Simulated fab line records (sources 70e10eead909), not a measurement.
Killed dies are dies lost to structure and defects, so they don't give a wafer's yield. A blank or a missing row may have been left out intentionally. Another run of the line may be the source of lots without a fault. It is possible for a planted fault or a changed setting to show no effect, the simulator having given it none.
Comparing a struck lot with a sound one | flow nandHarc | 17 steps out of a route of 1302
Sound: these wafers, L747.1, L747.3, L747.5. Struck: wafer L738.4 (L738.2, L738.5, from the same lot, were not struck and are left out); the cause is given at the end.
For every step that has rows: the tool of each side, followed by ch and its chambers, followed by its first start. Under that, the readings that differ: sound wafers | struck wafers | difference of the means | sigmas: that difference in standard deviations of wafers without a fault.
alike: same words and numbers on both sides, and readings whose means sit less than 2 such deviations apart. not compared: any withheld reading, any reading some wafer has no value for, any bound like >300 that may hide the same value, and any number with overlapping values for which the record gives no deviation.
Wherever a step has rows on one side only, a row that says differs or no value, or a row with sigmas, the two part there. Non-overlapping numbers with no deviation appear without sigmas and do not part them. A reading that every wafer of one side lacks parts them only if that side has two wafers or more.

NHARC_P_M2_INSPECT_11:
  struck on defectInspect-01, day 10 21:56; sound on defectInspect-02, day 14 22:31
  alike: rawDefectCount
NHARC_P_M2_DESCUM_14: chemistry O2, time 3 s.
  sound on rieDiel-03 ch 0,2,3, day 14 22:34; struck on rieDiel-12 ch 2, day 10 22:00
  alike: drypumpMotorCurrentA, oesProductAu, rfVppV, showerheadPlenumPTorr, throttleValvePct
  not compared: rfHoursCounterH
NHARC_P_M2_ETCH_35: etches the open film in N2/H2, target depth 40 nm, overetch 12 nm, time 43.94 s.
  sound on rieDiel-03 ch 1,3, day 14 22:40; struck on rieDiel-12 ch 2, day 10 22:05
reading             | sound             | struck | difference | sigmas
n2FlowSccm (sccm)   | 149.4 149.4 149.7 | 150.5  | +1.0       | +2
oesProductAu (a.u.) | 1.000 1.005 1.007 | 0.978  | -0.026     | -2
  alike: biasW, drypumpMotorCurrentA, rfVppV, showerheadPlenumPTorr, throttleValvePct
  not compared: rfHoursCounterH
then, 1 step without rows for these wafers: NHARC_P_M2_ETCH_15 (etches the open film in C4F8/Ar, target depth 182.5 nm, time 91.2 s).
NHARC_P_M2_CD_MEAS_16:
  struck on cdSem-02, day 10 22:19; sound on cdSem-03, day 14 22:52
  alike: cdNm
NHARC_P_M2_STRIP_18: strips in N2/H2.
  sound on rieDiel-03 ch 1,3, day 14 22:58; struck on rieDiel-03 ch 2, day 10 22:24
reading                      | sound          | struck | difference | sigmas
showerheadPlenumPTorr (Torr) | 2.18 2.12 2.18 | 1.91   | -0.25      | -2
  alike: drypumpMotorCurrentA, n2FlowSccm, oesProductAu, rfVppV, throttleValvePct
  not compared: rfHoursCounterH
then, 4 steps without rows for these wafers: NHARC_P_M2_ETCH_28 (etches the open film in CF4/N2, target depth 30 nm, time 72.99 s); NHARC_P_M2_STRIP_19 (strips in post etch residue remover, time 600 s); NHARC_P_M2_DEGAS_29 (time 60 s); NHARC_P_M2_PRE_CLEAN_30 (time 30 s).
NHARC_P_M2_PVD_20: deposits TaN, target thk 5 nm, time 8.06 s.
  sound on pvdSputter-01; struck on pvdSputter-01
  alike: throttleValvePct
NHARC_P_M2_PVD_21: deposits Cu, target thk 30 nm, time 20.49 s.
  sound on pvdSputter-01; struck on pvdSputter-01
  alike: throttleValvePct
NHARC_P_M2_ECD_22: material Cu, target thk 400 nm.
  sound on ecdCu-01 ch 0,1, day 14 23:59; struck on ecdCu-02 ch 0,1, day 10 23:25
then, 1 step without rows for these wafers: NHARC_P_M2_ANNEAL_31 (time 90 s).
NHARC_P_M2_CMP_23: polishes, t overpolish 20 s, target thk 144.3 nm.
  sound on cmp-03 ch 0,1,3, day 15 00:44; struck on cmp-02 ch 1, day 11 00:05
reading             | sound          | struck | difference | sigmas
timeToEndpointS (s) | 25.2 29.4 26.1 | 11.7   | -15.2      | -5
  alike: motorCurrentA
NHARC_P_M2_THK_MEAS_24: measures by xrf.
  struck on filmMetro-02, day 11 00:24; sound on filmMetro-01, day 15 01:01
  alike: thkNm
-- jump in the record: it breaks off in module P_M2 and resumes in module END (first step shown: number 1302 of the route), and 18 days separate the struck wafers' starts before and after --
NHARC_END_SORT_01:
  sound on prober-01 ch 0, day 33 04:15; struck on prober-01 ch 0, day 28 22:05
  alike: defectLimitedYield, killedAtArray, killedAtOther, killedAtPeriphery, killedDies, killedOpen, killedShort

== WHERE THEY PART ==
Earliest at NHARC_P_M2_ETCH_35; latest, in this record, at NHARC_P_M2_CMP_23. Later steps at which nothing parts them and some readings are alike: NHARC_P_M2_THK_MEAS_24, NHARC_END_SORT_01.

WHY: whatever the simulator had introduced
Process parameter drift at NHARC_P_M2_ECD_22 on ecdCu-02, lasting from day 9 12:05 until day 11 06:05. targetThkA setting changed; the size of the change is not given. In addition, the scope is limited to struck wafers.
